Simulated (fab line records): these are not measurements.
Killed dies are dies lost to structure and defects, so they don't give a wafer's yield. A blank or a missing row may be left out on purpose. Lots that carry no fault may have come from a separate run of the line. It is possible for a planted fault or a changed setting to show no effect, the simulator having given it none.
What tool caused it? ; flow nandHarc ; 42 wafers from 15 lots sampled at 2 of the route's 1302 steps

== WHAT EACH GAUGE READ, for each wafer ==
NHARC_A_SOURCE_PLATE_INSPECT_08. Usual: rawDefectCount at 59, with a standard deviation of 23.
lot;measured;on;rawDefectCount;flag
L594;day 8 02:53;defectInspect-01;70 97 70;
L602;day 11 07:56;defectInspect-02;49 39;
L604;day 11 19:30;defectInspect-02;41 40;
L605;day 12 13:13;defectInspect-01;158 60;
L607;day 12 21:04;defectInspect-01;79 56 75;
L606;day 12 21:04;defectInspect-02;69 48 69;
L608;day 14 01:04;defectInspect-01;39 79 46;
L609;day 14 07:43;defectInspect-01;57 39 52;
L610;day 14 17:12;defectInspect-02;36 41 42;
L611;day 14 17:12;defectInspect-01;84 107 50;
L612;day 15 03:14;defectInspect-02;92 48 40;
L613;day 15 23:01;defectInspect-01;70 62 67;
L616;day 16 18:16;defectInspect-02;35 45 39;
L615;day 16 18:17;defectInspect-02;58 67 44;
L617;day 17 04:44;defectInspect-02;37 49 24;

NHARC_A_ONON_D1_THK_MEAS_11: measures by ellipsometry. Usual: thkNm at 1001 nm, with a standard deviation of 8.6.
lot;measured;on;thkNm (nm);flag
L594;day 8 05:10;filmMetro-02;999 998 998;
L602;day 11 10:13;filmMetro-01;1006 1005;
L604;day 11 21:55;filmMetro-01;997 998;
L605;day 12 15:30;filmMetro-01;986 984;
L607;day 12 23:20;filmMetro-02;1000 999 1000;
L606;day 12 23:20;filmMetro-01;995 993 994;
L608;day 14 03:20;filmMetro-02;990 991 990;
L609;day 14 09:58;filmMetro-01;1007 1007 1006;
L610;day 14 19:28;filmMetro-01;1004 1005 1004;
L611;day 14 19:29;filmMetro-02;993 993 996;
L612;day 15 05:32;filmMetro-02;995 996 995;
L613;day 16 01:17;filmMetro-02;1009 1007 1008;
L616;day 16 20:33;filmMetro-01;1001 1000 1001;
L615;day 16 20:54;filmMetro-01;998 997 997;
L617;day 17 07:00;filmMetro-01;1010 1011 1009;

== WHAT TOOL EACH LOT RAN ON (gives the tool, then ch and the chambers of the sampled wafers, and finally the start) ==
Before these readings, the record contains no process step.

== AS READ BY THE TOOLS THEMSELVES (means over the sampled wafers that have a number; for cases with no such wafer, the mark the record gives instead) ==
The record holds no such reading with a usual standard deviation.

== THE ANSWER, worked out from the rows above alone ==
Rule: a lot counts as off when the mean over its wafers that have a number is more than 3 standard deviations away from the usual mean. A lot without any number at a reading at which 4 lots or more have one is off too. Where the step has rows for the other lots, those lots are counted as sound. After the gauges, taken in route order, come the tools' own readings; for these a lot's mean is taken, as printed above. The first step at which some lot is off is used, and at that step the reading that is off furthest; a lot without a number counts as furthest.
No lot is off at any reading shown: from this, nothing can be told.

== WHAT THE SIMULATOR PUT IN ==
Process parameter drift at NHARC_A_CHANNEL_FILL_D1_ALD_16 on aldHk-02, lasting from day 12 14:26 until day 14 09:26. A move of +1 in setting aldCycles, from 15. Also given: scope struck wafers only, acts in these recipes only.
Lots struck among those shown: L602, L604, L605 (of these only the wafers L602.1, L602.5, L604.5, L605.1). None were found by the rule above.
